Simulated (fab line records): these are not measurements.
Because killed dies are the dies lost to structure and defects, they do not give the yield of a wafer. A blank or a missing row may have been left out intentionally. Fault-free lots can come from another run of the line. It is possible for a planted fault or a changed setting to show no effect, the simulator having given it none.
Matching of chambers | flow nand_harc | 4 sister chambers for NHARC_A_STAIRCASE_DESCUM_312 on rie_diel-06
The step chemistry O2, time 3 s. 18 wafers are shown with their chamber, then 9 later ones without.

## WAFERS PAIRED WITH THEIR CHAMBERS
wafer  | chamber | showerhead_plenum_p_Torr (Torr) | drypump_motor_current_A (A) | oes_product_au (a.u.)
L075.1 | 0       | 1.96                            | 5.6                         | 0.994
L075.3 | 2       | 2.02                            | 5.5                         | 1.031
L075.6 | 3       | 2.01                            | 4.8                         | 0.987
L077.2 | 1       | 1.86                            | 5.7                         | 0.982
L077.4 | 3       | 2.00                            | 4.8                         | 0.977
L077.5 | 3       | 2.00                            | 4.8                         | 0.988
L078.1 | 2       | 2.01                            | 5.5                         | 1.016
L078.5 | 3       | 2.00                            | 4.8                         | 0.986
L078.6 | 2       | 2.02                            | 5.5                         | 1.021
L081.2 | 3       | 2.00                            | 4.8                         | 0.987
L081.4 | 0       | 1.95                            | 5.6                         | 1.005
L081.6 | 2       | 2.01                            | 5.5                         | 1.003
L085.2 | 2       | 2.01                            | 5.5                         | 1.005
L085.3 | 1       | 1.86                            | 5.7                         | 0.995
L085.5 | 1       | 1.86                            | 5.6                         | 0.984
L088.1 | 3       | 2.00                            | 4.9                         | 0.987
L088.3 | 1       | 1.86                            | 5.6                         | 0.975
L088.6 | 1       | 1.86                            | 5.7                         | 0.975

SIGNATURES (averages over the wafers above)
reading                  | chamber 0 | chamber 1 | chamber 2 | chamber 3 | scatter within a chamber
showerhead_plenum_p_Torr | 1.9550    | 1.8600    | 2.0140    | 2.0017    | 0.00425
drypump_motor_current_A  | 5.600     | 5.660     | 5.500     | 4.817     | 0.0381
oes_product_au           | 0.99950   | 0.98220   | 1.01520   | 0.98533   | 0.00825
Rule: distance of a wafer from a chamber = root of the sum over the readings of ((wafer's reading minus chamber's mean) / reading's scatter) squared. The wafer belongs to the nearest chamber; if the next one is less than 2 further off, it can't be placed. The scatter: take each reading less its chamber's mean, square it, sum over the shown wafers, divide by the number of wafers less the number of chambers, and take the root.

## WAFERS MISSING THEIR CHAMBER
wafer  | showerhead_plenum_p_Torr (Torr) | drypump_motor_current_A (A) | oes_product_au (a.u.)
L089.2 | 2.00                            | 4.8                         | 1.001
L089.5 | 2.01                            | 5.5                         | 0.993
L089.6 | 2.00                            | 4.8                         | 1.000
L091.2 | 2.01                            | 5.5                         | 1.009
L091.4 | 1.95                            | 5.7                         | 1.000
L091.6 | 1.85                            | 5.6                         | 0.973
L096.1 | 1.99                            | 4.8                         | 0.991
L096.4 | 1.85                            | 5.7                         | 0.990
L096.5 | 1.99                            | 4.8                         | 0.974

## THE CHAMBER EACH PASSED THROUGH
wafer  | from the rows above | in truth
L089.2 | 3                   | 3
L089.5 | 2                   | 2
L089.6 | 3                   | 3
L091.2 | 2                   | 2
L091.4 | 0                   | 0
L091.6 | 1                   | 1
L096.1 | 3                   | 3
L096.4 | 1                   | 1
L096.5 | 3                   | 3
9 of 9 placed correctly. Can't be placed from these rows: 0. 0 placed wrongly.
